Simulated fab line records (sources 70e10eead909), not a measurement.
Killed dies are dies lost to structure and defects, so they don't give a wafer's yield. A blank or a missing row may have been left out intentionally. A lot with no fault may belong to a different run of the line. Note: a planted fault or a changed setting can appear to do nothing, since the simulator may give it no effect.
Chamber matching	flow nandHarc	NHARC_A_CONTACT_DEP_58 on pecvd-03: 3 sister chambers
The step deposits SiON, target thk 90 nm. 6 wafers are shown with their chamber, then 8 later ones without.

WAFERS, EACH WITH ITS CHAMBER
wafer	chamber	heaterPowerW (W)	rfFwdPowerW (W)
L080.6	0	637	348.8
L083.3	0	680	347.9
L086.1	1	705	348.1
L086.2	2	770	347.8
L086.5	2	780	350.9
L088.1	1	683	348.4

WAFERS MISSING THEIR CHAMBER
wafer	heaterPowerW (W)	rfFwdPowerW (W)
L088.5	678	348.1
L088.6	845	346.4
L090.1	846	346.5
L090.4	654	347.4
L090.5	862	346.1
L095.3	679	348.4
L095.4	734	347.8
L095.6	680	347.2

CHAMBER TAKEN BY EACH
wafer	from the rows above	in truth
L088.5	can't be placed: 1 or 0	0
L088.6	2	2
L090.1	2	2
L090.4	can't be placed: 0 or 1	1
L090.5	2	2
L095.3	can't be placed: 1 or 0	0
L095.4	can't be placed: 1 or 2 or 0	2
L095.6	can't be placed: 1 or 0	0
3 of 8 placed correctly. Unplaceable from these rows: 5, with the true chamber sitting among the candidates in 5. Placed wrongly: 0.
How it was worked out, from the rows above alone: a wafer's distance from a chamber is the root of the sum, over the readings, of the square of ((its reading less the chamber's mean) divided by the reading's scatter). If the next closest chamber is less than 2 further off than the closest, the wafer can't be placed; otherwise it belongs to the closest. The mean given for a chamber averages the wafers shown for that chamber. The scatter is the square root of a quotient: the sum, over the shown wafers, of each reading's squared deviation from its chamber's mean, divided by wafers minus chambers.
